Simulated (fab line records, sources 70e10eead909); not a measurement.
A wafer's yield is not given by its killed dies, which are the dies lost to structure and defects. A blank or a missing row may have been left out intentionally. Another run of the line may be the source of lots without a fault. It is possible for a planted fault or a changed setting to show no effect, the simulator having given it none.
Which tool is to blame? ; flow nand_harc ; 24 lots, 72 wafers sampled, at 5 steps of a route of 1302

WHAT THE GAUGES READ, wafer by wafer
NHARC_P_M0_THK_MEAS_24: measures by xrf. Usual: thk_nm 117.9 nm, standard deviation 1.5.
lot;measured;on;thk_nm (nm);flag
L074;day 6 01:19;film_metro-01;118.6 117.4 119.2;
L075;day 6 18:52;film_metro-02;118.7 116.4 119.0;
L076;day 6 22:23;film_metro-01;116.4 117.1 116.9;
L077;day 7 14:58;film_metro-01;116.2 117.6 116.8;
L078;day 7 22:20;film_metro-01;118.8 116.1 116.4;
L079;day 8 02:49;film_metro-01;117.7 118.0 120.3;
L080;day 8 14:35;film_metro-02;117.4 116.8 117.6;
L081;day 9 01:09;film_metro-01;118.6 118.2 119.1;
L082;day 9 14:16;film_metro-02;118.5 118.3 120.3;
L083;day 10 03:05;film_metro-01;116.9 115.1 117.9;
L084;day 10 04:52;film_metro-02;117.4 119.0 120.6;
L085;day 10 17:36;film_metro-01;118.8 119.3 119.3;
L086;day 11 00:04;film_metro-02;117.0 118.9 120.4;
L087;day 11 11:36;film_metro-02;118.3 119.5 117.6;
L089;day 12 06:32;film_metro-02;117.8 119.8 116.7;
L088;day 12 07:14;film_metro-02;118.1 118.7 121.1;
L090;day 12 19:16;film_metro-02;115.5 115.8 117.0;
L091;day 13 06:34;film_metro-02;114.2 115.6 117.6;
L092;day 13 19:37;film_metro-02;119.3 117.3 116.7;
L093;day 14 06:17;film_metro-01;118.8 119.6 117.6;
L094;day 14 07:28;film_metro-02;118.0 117.4 118.0;
L095;day 15 00:58;film_metro-01;119.0 117.0 118.8;
L096;day 15 06:47;film_metro-01;117.3 116.0 116.3;
L097;day 15 16:01;film_metro-02;116.1 119.8 117.3;

TOOL THAT RAN EACH LOT (tool first, then ch and the chambers of the sampled wafers, then the start)
lot;NHARC_P_GATE_DESCUM_48;NHARC_P_CONTACT_DEP_00;NHARC_P_CONTACT_ETCH_31;NHARC_P_M0_PVD_20
L074;rie_diel-06 ch 1,2, day 5 10:23;pecvd-02 ch 1,2, day 6 01:19 or earlier;rie_diel-05 ch 0,3, day 6 01:19 or earlier;pvd_sputter-02, day 6 01:19 or earlier
L075;rie_diel-03 ch 1,2, day 6 04:12;pecvd-02 ch 0,2, day 6 18:52 or earlier;rie_diel-10 ch 0,1,2, day 6 18:52 or earlier;pvd_sputter-01, day 6 18:52 or earlier
L076;rie_diel-06 ch 0,1, day 6 06:16;pecvd-04 ch 0,1,2, day 6 22:23 or earlier;rie_diel-10 ch 0,2,3, day 6 22:23 or earlier;pvd_sputter-02, day 6 22:23 or earlier
L077;rie_diel-03 ch 0,1,3, day 7 00:16;pecvd-04 ch 0,1,2, day 7 14:58 or earlier;rie_diel-01 ch 0,2,3, day 7 14:58 or earlier;pvd_sputter-03, day 7 14:58 or earlier
L078;rie_diel-06 ch 0,1, day 7 07:19;pecvd-04 ch 0,2, day 7 22:20 or earlier;rie_diel-10 ch 0,2,3, day 7 22:20 or earlier;pvd_sputter-01, day 7 22:20 or earlier
L079;rie_diel-11 ch 0,3, day 7 11:38;pecvd-01 ch 0,2, day 7 18:31;rie_diel-10 ch 0,1, day 8 02:49 or earlier;pvd_sputter-01, day 8 02:49 or earlier
L080;rie_diel-03 ch 0,2, day 7 23:42;pecvd-01 ch 0,1,2, day 8 14:35 or earlier;rie_diel-01 ch 0,1, day 8 14:35 or earlier;pvd_sputter-03, day 8 14:35 or earlier
L081;rie_diel-11 ch 1,2,3, day 8 10:25;pecvd-01 ch 0,1,2, day 9 01:09 or earlier;rie_diel-05 ch 0,2,3, day 9 01:09 or earlier;pvd_sputter-03, day 9 01:09 or earlier
L082;rie_diel-11 ch 0,2,3, day 8 23:54;pecvd-04 ch 1,2, day 9 14:16 or earlier;rie_diel-10 ch 0,1,2, day 9 14:16 or earlier;pvd_sputter-01, day 9 14:16 or earlier
L083;rie_diel-03 ch 0,1,2, day 9 12:40;pecvd-02 ch 0,2, day 10 03:05 or earlier;rie_diel-05 ch 0,1, day 10 03:05 or earlier;pvd_sputter-03, day 10 03:05 or earlier
L084;rie_diel-03 ch 0,2,3, day 9 14:31;pecvd-04 ch 0,1,2, day 10 04:52 or earlier;rie_diel-10 ch 1,2, day 10 04:52 or earlier;pvd_sputter-02, day 10 04:52 or earlier
L085;rie_diel-06 ch 2,3, day 10 03:04;pecvd-01 ch 0,1, day 10 17:36 or earlier;rie_diel-01 ch 1,3, day 10 17:36 or earlier;pvd_sputter-02, day 10 17:36 or earlier
L086;rie_diel-06 ch 0,1,2, day 10 09:19;pecvd-04 ch 0,1,2, day 11 00:04 or earlier;rie_diel-10 ch 0,1,2, day 11 00:04 or earlier;pvd_sputter-03, day 11 00:04 or earlier
L087;rie_diel-11 ch 1,2, day 10 21:06;pecvd-02 ch 1,2, day 11 11:36 or earlier;rie_diel-05 ch 0,2,3, day 11 11:36 or earlier;pvd_sputter-03, day 11 11:36 or earlier
L089;rie_diel-06 ch 0,1,2, day 11 16:04;pecvd-04 ch 0,1,2, day 12 06:32 or earlier;rie_diel-05 ch 1,2, day 12 06:32 or earlier;pvd_sputter-02, day 12 06:32 or earlier
L088;rie_diel-06 ch 0,1,2, day 11 16:22;pecvd-01 ch 1,2, day 12 07:14 or earlier;rie_diel-10 ch 0,1, day 12 07:14 or earlier;pvd_sputter-01, day 12 07:14 or earlier
L090;rie_diel-11 ch 1,2, day 12 04:25;pecvd-02 ch 1,2, day 12 19:16 or earlier;rie_diel-05 ch 0,2,3, day 12 19:16 or earlier;pvd_sputter-03, day 12 19:16 or earlier
L091;rie_diel-11 ch 0,1,3, day 12 15:56;pecvd-04 ch 1,2, day 13 06:34 or earlier;rie_diel-05 ch 1,2,3, day 13 06:34 or earlier;pvd_sputter-01, day 13 06:34 or earlier
L092;rie_diel-06 ch 0,1,2, day 13 04:58;pecvd-02 ch 0,1,2, day 13 19:37 or earlier;rie_diel-05 ch 0,1,2, day 13 19:37 or earlier;pvd_sputter-02, day 13 19:37 or earlier
L093;rie_diel-11 ch 0,1,3, day 13 15:53;pecvd-01 ch 0,1,2, day 14 06:17 or earlier;rie_diel-10 ch 2,3, day 14 06:17 or earlier;pvd_sputter-03, day 14 06:17 or earlier
L094;rie_diel-06 ch 0,2,3, day 13 16:34;pecvd-04 ch 1,2, day 14 07:28 or earlier;rie_diel-05 ch 0,1,2, day 14 07:28 or earlier;pvd_sputter-03, day 14 07:28 or earlier
L095;rie_diel-06 ch 0,2,3, day 14 10:34;pecvd-04 ch 0,1,2, day 15 00:58 or earlier;rie_diel-01 ch 2,3, day 15 00:58 or earlier;pvd_sputter-03, day 15 00:58 or earlier
L096;rie_diel-11 ch 0,1,3, day 14 15:30;pecvd-02 ch 0,1,2, day 15 06:47 or earlier;rie_diel-05 ch 0,1,3, day 15 06:47 or earlier;pvd_sputter-03, day 15 06:47 or earlier
L097;rie_diel-03 ch 0,2,3, day 15 00:40;pecvd-04 ch 1,2, day 15 16:01 or earlier;rie_diel-05 ch 0,2,3, day 15 16:01 or earlier;pvd_sputter-02, day 15 16:01 or earlier
- NHARC_P_GATE_DESCUM_48: chemistry O2, time 3 s.
- NHARC_P_CONTACT_DEP_00: deposits SiO2, target thk 500 nm.
- NHARC_P_CONTACT_ETCH_31: etches the open film in CH3F/O2, target depth 30 nm, time 85.7 s.
- NHARC_P_M0_PVD_20: deposits TaN, target thk 5 nm, time 8.06 s.

AS READ BY THE TOOLS THEMSELVES (means over the sampled wafers that have a number; for cases with no such wafer, the mark the record gives instead)
NHARC_P_GATE_DESCUM_48. Usual: drypump_motor_current_A 5.8 A, standard deviation 0.36; oes_product_au 0.997 a.u., standard deviation 0.0082; rf_vpp_V 57.9 V, standard deviation 0.9; showerhead_plenum_p_Torr 1.96 Torr, standard deviation 0.07; throttle_valve_pct 11.311 %, standard deviation 0.0094.
lot;tool;drypump_motor_current_A (A);oes_product_au (a.u.);rf_vpp_V (V);showerhead_plenum_p_Torr (Torr);throttle_valve_pct (%);flag
L074;rie_diel-06;5.6;0.997;58.1;1.94;11.306;
L075;rie_diel-03;5.8;1.003;57.9;1.88;11.320;
L076;rie_diel-06;5.6;1.004;58.6;1.98;11.316;
L077;rie_diel-03;5.3;1.006;58.8;1.94;11.304;
L078;rie_diel-06;5.7;0.983;58.3;1.98;11.307;
L079;rie_diel-11;5.9;1.001;57.8;1.92;11.323;
L080;rie_diel-03;5.7;1.008;57.3;1.99;11.310;
L081;rie_diel-11;6.0;0.998;58.9;1.98;11.303;
L082;rie_diel-11;5.9;0.988;58.1;1.97;11.316;
L083;rie_diel-03;5.8;0.996;57.8;1.94;11.307;
L084;rie_diel-03;5.5;0.999;58.0;2.01;11.306;
L085;rie_diel-06;6.0;0.997;57.9;1.88;11.311;
L086;rie_diel-06;5.9;0.989;57.8;1.96;11.309;
L087;rie_diel-11;5.9;1.004;58.4;2.03;11.305;
L089;rie_diel-06;5.9;0.994;57.4;1.96;11.301;
L088;rie_diel-06;5.9;0.987;57.8;1.96;11.306;
L090;rie_diel-11;6.0;0.990;57.8;2.01;11.305;
L091;rie_diel-11;6.0;1.012;58.0;1.96;11.316;
L092;rie_diel-06;5.9;0.990;57.1;1.96;11.318;
L093;rie_diel-11;6.0;0.993;57.7;1.96;11.313;
L094;rie_diel-06;6.0;0.994;58.0;1.93;11.306;
L095;rie_diel-06;6.0;0.999;57.6;1.93;11.311;
L096;rie_diel-11;6.0;0.994;57.9;1.96;11.314;
L097;rie_diel-03;5.5;1.008;57.7;2.01;11.310;

NHARC_P_CONTACT_DEP_00. Usual: heater_power_w 494 W, standard deviation 69; throttle_valve_pct 16.1 %, standard deviation 0.38.
lot;tool;heater_power_w (W);throttle_valve_pct (%);flag
L074;pecvd-02;531;15.9;
L075;pecvd-02;510;16.1;
L076;pecvd-04;465;15.9;
L077;pecvd-04;444;15.9;
L078;pecvd-04;455;15.8;
L079;pecvd-01;412;16.4;
L080;pecvd-01;477;16.3;
L081;pecvd-01;481;16.2;
L082;pecvd-04;492;16.0;
L083;pecvd-02;591;16.4;
L084;pecvd-04;470;15.8;
L085;pecvd-01;477;16.2;
L086;pecvd-04;470;16.0;
L087;pecvd-02;609;15.6;
L089;pecvd-04;444;16.1;
L088;pecvd-01;498;16.4;
L090;pecvd-02;559;15.9;
L091;pecvd-04;467;16.1;
L092;pecvd-02;524;15.8;
L093;pecvd-01;479;16.4;
L094;pecvd-04;518;15.9;
L095;pecvd-04;450;16.2;
L096;pecvd-02;590;15.9;
L097;pecvd-04;472;15.9;

NHARC_P_CONTACT_ETCH_31. Usual: drypump_motor_current_A 5.7 A, standard deviation 0.55; oes_product_au 0.972 a.u., standard deviation 0.017; rf_vpp_V 244.6 V, standard deviation 1.9; showerhead_plenum_p_Torr 2.47 Torr, standard deviation 0.12; throttle_valve_pct 20.664 %, standard deviation 0.0096.
lot;tool;drypump_motor_current_A (A);oes_product_au (a.u.);rf_vpp_V (V);showerhead_plenum_p_Torr (Torr);throttle_valve_pct (%);flag
L074;rie_diel-05;5.9;0.980;242.6;2.38;20.660;
L075;rie_diel-10;5.8;0.976;245.7;2.54;20.659;
L076;rie_diel-10;6.0;0.978;245.7;2.54;20.663;
L077;rie_diel-01;5.4;0.983;244.3;2.42;20.676;
L078;rie_diel-10;6.0;0.981;245.8;2.54;20.664;
L079;rie_diel-10;5.3;0.977;245.9;2.57;20.671;
L080;rie_diel-01;5.7;0.981;243.3;2.37;20.669;
L081;rie_diel-05;5.6;0.960;243.9;2.38;20.665;
L082;rie_diel-10;5.8;0.955;245.1;2.54;20.659;
L083;rie_diel-05;5.9;0.966;244.6;2.48;20.661;
L084;rie_diel-10;5.7;0.979;245.9;2.60;20.667;
L085;rie_diel-01;5.6;0.991;243.5;2.37;20.662;
L086;rie_diel-10;5.8;0.962;246.3;2.54;20.654;
L087;rie_diel-05;5.6;0.985;243.2;2.38;20.670;
L089;rie_diel-05;5.7;0.952;243.0;2.38;20.657;
L088;rie_diel-10;5.3;0.988;246.7;2.57;20.663;
L090;rie_diel-05;5.6;0.983;242.8;2.38;20.667;
L091;rie_diel-05;5.7;0.965;242.6;2.35;20.665;
L092;rie_diel-05;5.6;0.981;244.3;2.42;20.661;
L093;rie_diel-10;5.9;0.975;246.4;2.59;20.669;
L094;rie_diel-05;5.6;0.950;244.0;2.42;20.658;
L095;rie_diel-01;5.3;0.988;244.0;2.42;20.670;
L096;rie_diel-05;6.0;0.922;243.9;2.41;20.654;
L097;rie_diel-05;5.6;0.955;243.1;2.38;20.659;

NHARC_P_M0_PVD_20. Usual: throttle_valve_pct 29.7 %, standard deviation 1.2.
lot;tool;throttle_valve_pct (%);flag
L074;pvd_sputter-02;29.6;
L075;pvd_sputter-01;29.3;
L076;pvd_sputter-02;30.1;
L077;pvd_sputter-03;29.6;
L078;pvd_sputter-01;28.9;
L079;pvd_sputter-01;29.7;
L080;pvd_sputter-03;31.0;
L081;pvd_sputter-03;29.6;
L082;pvd_sputter-01;29.9;
L083;pvd_sputter-03;29.7;
L084;pvd_sputter-02;29.5;
L085;pvd_sputter-02;30.0;
L086;pvd_sputter-03;29.4;
L087;pvd_sputter-03;30.6;
L089;pvd_sputter-02;30.0;
L088;pvd_sputter-01;29.5;
L090;pvd_sputter-03;29.4;
L091;pvd_sputter-01;29.5;
L092;pvd_sputter-02;30.3;
L093;pvd_sputter-03;28.3;
L094;pvd_sputter-03;30.7;
L095;pvd_sputter-03;28.2;
L096;pvd_sputter-03;29.3;
L097;pvd_sputter-02;30.4;

THE ANSWER, worked out from the rows above alone
Rule: a lot counts as off when the mean over its wafers that have a number is more than 3 standard deviations away from the usual mean. A lot without any number at a reading at which 4 lots or more have one is off too. Any other lot the step has rows for is counted as sound. The gauges are gone through in route order, then the tools' own readings, and for those a lot's mean is taken as printed above. The first step at which some lot is off is used, and at that step the reading that is off furthest; a lot without a number counts as furthest.
No lot is off on any of the readings shown, so nothing can be concluded from this.

WHAT THE SIMULATOR HAD INSERTED
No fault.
